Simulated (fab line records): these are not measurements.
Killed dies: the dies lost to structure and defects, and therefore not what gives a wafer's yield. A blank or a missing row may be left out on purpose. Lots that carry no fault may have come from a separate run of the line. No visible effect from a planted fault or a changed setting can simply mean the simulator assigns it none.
Matching of chambers :: flow nand_harc :: NHARC_A_ONON_D2_DEP_33 on pecvd-03: 3 sister chambers
The step deposits SiO2, target thk 200 nm. 6 wafers are shown with their chamber, then 11 later ones without.

## WAFERS, EACH WITH ITS CHAMBER
wafer: L086.6
chamber: 1
heater_power_w (W): 503
throttle_valve_pct (%): 15.4

wafer: L087.2
chamber: 1
heater_power_w (W): 472
throttle_valve_pct (%): 15.4

wafer: L087.5
chamber: 0
heater_power_w (W): 604
throttle_valve_pct (%): 15.8

wafer: L091.3
chamber: 0
heater_power_w (W): 694
throttle_valve_pct (%): 15.8

wafer: L091.5
chamber: 2
heater_power_w (W): 730
throttle_valve_pct (%): 16.8

wafer: L094.2
chamber: 2
heater_power_w (W): 685
throttle_valve_pct (%): 17.0

## WAFERS WITHOUT THEIR CHAMBER
wafer: L094.4
heater_power_w (W): 457
throttle_valve_pct (%): 15.5

wafer: L094.6
heater_power_w (W): 734
throttle_valve_pct (%): 16.0

wafer: L095.1
heater_power_w (W): 436
throttle_valve_pct (%): 15.7

wafer: L095.2
heater_power_w (W): 755
throttle_valve_pct (%): 16.0

wafer: L095.4
heater_power_w (W): 661
throttle_valve_pct (%): 16.9

wafer: L095.3
heater_power_w (W): 649
throttle_valve_pct (%): 16.7

wafer: L095.5
heater_power_w (W): 445
throttle_valve_pct (%): 15.9

wafer: L095.6
heater_power_w (W): 745
throttle_valve_pct (%): 15.9

wafer: L096.2
heater_power_w (W): 769
throttle_valve_pct (%): 15.7

wafer: L096.3
heater_power_w (W): 420
throttle_valve_pct (%): 15.9

wafer: L096.5
heater_power_w (W): 441
throttle_valve_pct (%): 15.7

## WHICH CHAMBER EACH ONE RAN IN
wafer: L094.4
from the rows above: 1
in truth: 1

wafer: L094.6
from the rows above: 0
in truth: 0

wafer: L095.1
from the rows above: can't be placed: 1 or 0
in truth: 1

wafer: L095.2
from the rows above: 0
in truth: 0

wafer: L095.4
from the rows above: 2
in truth: 2

wafer: L095.3
from the rows above: 2
in truth: 2

wafer: L095.5
from the rows above: can't be placed: 0 or 1
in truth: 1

wafer: L095.6
from the rows above: 0
in truth: 0

wafer: L096.2
from the rows above: 0
in truth: 0

wafer: L096.3
from the rows above: can't be placed: 0 or 1
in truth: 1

wafer: L096.5
from the rows above: can't be placed: 1 or 0
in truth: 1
Correct placement for 7 of the 11. From these rows, 4 cannot be placed; in 4 the true chamber is one of the candidates. Wrongly placed: 0.
How it was worked out, from the rows above alone: a wafer's distance from a chamber is the root of the sum, over the readings, of the square of ((its reading less the chamber's mean) divided by the reading's scatter). The wafer belongs to the nearest chamber; if the next one is less than 2 further off, it can't be placed. A chamber's mean is the mean of its shown wafers. The scatter: the root of (the sum of the squares of (reading less its chamber's mean) over the shown wafers, divided by (wafers less chambers)).
